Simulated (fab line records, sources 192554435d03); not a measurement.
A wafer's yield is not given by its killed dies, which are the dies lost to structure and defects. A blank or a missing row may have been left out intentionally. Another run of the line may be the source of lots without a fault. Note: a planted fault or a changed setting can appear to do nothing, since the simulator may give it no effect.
Lot-split experiment -- flow n5-finfet -- 7 lots, 21 wafers read, on a route of 1938 steps

== THE SPLIT ==
At N5_FIN_SAQP_ETCH_65 (etches SiO2 in CF4, target depth 4 nm, time 4.4 s), the setting time-s was moved away from the recipe's 4.4 s on 9 of the 21 wafers read, by -20.3% to +20.9%. For the rest of the wafers, this setting stayed at what the recipe calls for.

The split's own step is where the reading is taken.

== THE READING ==
etch.depth-nm (the simulator's own value, which no gauge read), in nm, at N5_FIN_SAQP_ETCH_65 (etches SiO2 in CF4, target depth 4 nm, time 4.4 s). The file does not state a usual value for it. The 12 wafers here that ran the recipe average 4.049 nm, standard deviation 0.039 nm.

wafer,"tool, chamber at the split","time-s as run, s",against the recipe,"etch.depth-nm, nm",against lot-mates on the recipe
L074.2,"rie-si-06, 0",4.4,recipe,4.005,-
L074.3,"rie-si-06, 3",5.046,+14.7%,4.601,+0.596
L074.6,"rie-si-06, 2",5.046,+14.7%,4.581,+0.576
L078.4,"rie-si-03, 2",4.4,recipe,4.068,-
L078.5,"rie-si-03, 1",4.4,recipe,3.949,-
L078.6,"rie-si-03, 2",4.4,recipe,4.063,-
L080.1,"rie-si-05, 1",4.4,recipe,4.103,-
L080.5,"rie-si-05, 0",3.895,-11.5%,3.564,-0.509
L080.6,"rie-si-05, 1",4.4,recipe,4.044,-
L081.3,"rie-si-05, 3",4.4,recipe,4.093,-
L081.4,"rie-si-05, 1",4.4,recipe,4.056,-
L081.5,"rie-si-05, 1",5.318,+20.9%,4.913,+0.838
L089.2,"rie-si-06, 1",5.151,+17.1%,4.745,+0.687
L089.4,"rie-si-06, 3",5.151,+17.1%,4.77,+0.712
L089.5,"rie-si-06, 1",4.4,recipe,4.058,-
L092.1,"rie-si-06, 0",5.059,+15.0%,4.565,+0.509
L092.3,"rie-si-06, 2",4.4,recipe,4.07,-
L092.5,"rie-si-06, 3",4.4,recipe,4.042,-
L095.1,"rie-si-06, 2",4.4,recipe,4.038,-
L095.2,"rie-si-06, 0",3.507,-20.3%,3.184,-0.854
L095.3,"rie-si-06, 1",3.507,-20.3%,3.221,-0.817

FIT RESULTS
A straight line over all 21 wafers: etch.depth-nm changes by +0.0404 nm for each +1% of time-s; r = +1.00; the points scatter about the line by 0.042 nm.
The same after taking each lot's own level away (the mean of its wafers on the recipe; 21 wafers): +0.0405 nm for each +1%; r = +1.00; scatter 0.035 nm.
Per that fit: largest time-s move, reading shift of 0.84 nm.
The lots' own levels span 4.0050 to 4.0745 nm, that is 1.8 times the standard deviation above.
The two slopes are in agreement: the lot-to-lot level therefore moves the slope only a little.
Check: for one of the wafers moved furthest among these (+20.9%), held out of the fit, the line's prediction against its lot-mates is +0.835 nm. Against them it came out at +0.838 nm.

== OTHER SPLITS APPLIED TO THESE WAFERS ==
Before the reading, these wafers also passed through other splits. Each is held against what the fit with the lots' levels taken away leaves over:
other split on the same wafers,wafers away from the commonest value,r with etch.depth-nm (lot level and that fit taken away)
N5_ZERO_LAYER_PECVD_02 time-s,10,-0.09
N5_ZERO_LAYER_DEVELOP_10 develop-time-s,8,-0.05
N5_FIN_SAQP_SPACER1_ALD_24 ald-cycles,5,-0.08

== FILE'S OWN FIT ==
etch.depth-nm changes by +0.04 nm for each +1% of time-s, r = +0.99.
